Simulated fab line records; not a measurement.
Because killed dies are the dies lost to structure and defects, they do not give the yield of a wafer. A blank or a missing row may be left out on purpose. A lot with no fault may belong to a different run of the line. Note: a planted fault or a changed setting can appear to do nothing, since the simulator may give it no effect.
Which tool is to blame? / flow nand_harc / 12 lots, 36 wafers sampled, at 3 steps of a route of 1159

## WHAT EACH GAUGE READ, for each wafer
NHARC_A_M0_CD_MEAS_09 targets a cd of 80 nm.
lot=L075; measured=day 17 21:58; on=cd_sem-02; cd_nm (nm)=80.8 80.0 81.9
lot=L079; measured=day 18 01:57; on=cd_sem-03; cd_nm (nm)=80.2 81.7 79.5
lot=L076; measured=day 18 04:44; on=cd_sem-03; cd_nm (nm)=79.8 79.9 79.3
lot=L084; measured=day 19 17:22; on=cd_sem-01; cd_nm (nm)=81.7 80.4 79.9
lot=L081; measured=day 20 01:14; on=cd_sem-02; cd_nm (nm)=81.1 82.0 80.7
lot=L086; measured=day 20 13:56; on=cd_sem-03; cd_nm (nm)=79.4 80.5 79.2
lot=L087; measured=day 20 17:37; on=cd_sem-02; cd_nm (nm)=81.3 80.2 82.7
lot=L088; measured=day 21 11:14; on=cd_sem-03; cd_nm (nm)=80.5 81.4 81.6
lot=L091; measured=day 21 20:25; on=cd_sem-01; cd_nm (nm)=80.7 82.1 79.0
lot=L094; measured=day 22 15:56; on=cd_sem-02; cd_nm (nm)=82.0 80.3 81.3
lot=L095; measured=day 23 07:47; on=cd_sem-01; cd_nm (nm)=80.5 79.4 81.2
lot=L097; measured=day 24 00:55; on=cd_sem-02; cd_nm (nm)=80.2 81.2 80.8

## TOOL THAT RAN EACH LOT (tool first, then ch and the chambers of the sampled wafers, then the start)
lot=L075; NHARC_A_CONTACT_ETCH_134=har_cap_etch-02 ch 0,1, day 17 13:10; NHARC_A_BLC_CMP_25=cmp-03 ch 1,2, day 17 20:47
lot=L079; NHARC_A_CONTACT_ETCH_134=har_cap_etch-02 ch 0,1, day 17 17:17; NHARC_A_BLC_CMP_25=cmp-03 ch 1,2,3, day 18 00:40
lot=L076; NHARC_A_CONTACT_ETCH_134=har_cap_etch-01 ch 0,1, day 17 19:40; NHARC_A_BLC_CMP_25=cmp-03 ch 1,2,3, day 18 03:20
lot=L084; NHARC_A_CONTACT_ETCH_134=har_cap_etch-01 ch 0, day 19 05:47; NHARC_A_BLC_CMP_25=cmp-01 ch 1,2,3, day 19 15:55
lot=L081; NHARC_A_CONTACT_ETCH_134=har_cap_etch-02 ch 0,1, day 19 14:50; NHARC_A_BLC_CMP_25=cmp-04 ch 0,2,3, day 19 23:34
lot=L086; NHARC_A_CONTACT_ETCH_134=har_cap_etch-02 ch 0,1, day 20 02:40; NHARC_A_BLC_CMP_25=cmp-01 ch 0,1,3, day 20 12:28
lot=L087; NHARC_A_CONTACT_ETCH_134=har_cap_etch-03 ch 0,1, day 20 07:35; NHARC_A_BLC_CMP_25=cmp-04 ch 2,3, day 20 16:23
lot=L088; NHARC_A_CONTACT_ETCH_134=har_cap_etch-03 ch 0,1, day 20 16:05; NHARC_A_BLC_CMP_25=cmp-04 ch 1,3, day 21 09:58
lot=L091; NHARC_A_CONTACT_ETCH_134=har_cap_etch-01 ch 0,1, day 20 21:09; NHARC_A_BLC_CMP_25=cmp-01 ch 0,1,2, day 21 19:05
lot=L094; NHARC_A_CONTACT_ETCH_134=har_cap_etch-02 ch 0,1, day 22 01:57; NHARC_A_BLC_CMP_25=cmp-04 ch 1,2,3, day 22 14:00
lot=L095; NHARC_A_CONTACT_ETCH_134=har_cap_etch-01 ch 0,1, day 22 14:38; NHARC_A_BLC_CMP_25=cmp-01 ch 1,2,3, day 23 06:32
lot=L097; NHARC_A_CONTACT_ETCH_134=har_cap_etch-02 ch 0,1, day 23 10:28; NHARC_A_BLC_CMP_25=cmp-01 ch 2,3, day 23 23:37
- NHARC_A_CONTACT_ETCH_134: etches the open film in C4F8/O2/Ar, time 140 s, target depth 700 nm.
- NHARC_A_BLC_CMP_25: polishes, t overpolish 30 s, target thk 150 nm.

## THE ANSWER, worked out from the rows above alone
Rule: the lots themselves supply what counts as usual. Put in order of their means at a reading, lots are off if they are a third of the lots or fewer, leave a main group of 4 or more, and stand apart from it by a gap of 3 or more times the standard deviation of the main group's means; of several such gaps the widest counts. If all means in a main group match to the digits the tables above print for the reading, that group is not used. A lot without any number at a reading at which 4 lots or more have one is off too. The other lots that the step has rows for count as sound.
Nothing can be told from this: no lot is off at any reading shown.

## WHAT THE SIMULATOR HAD INSERTED
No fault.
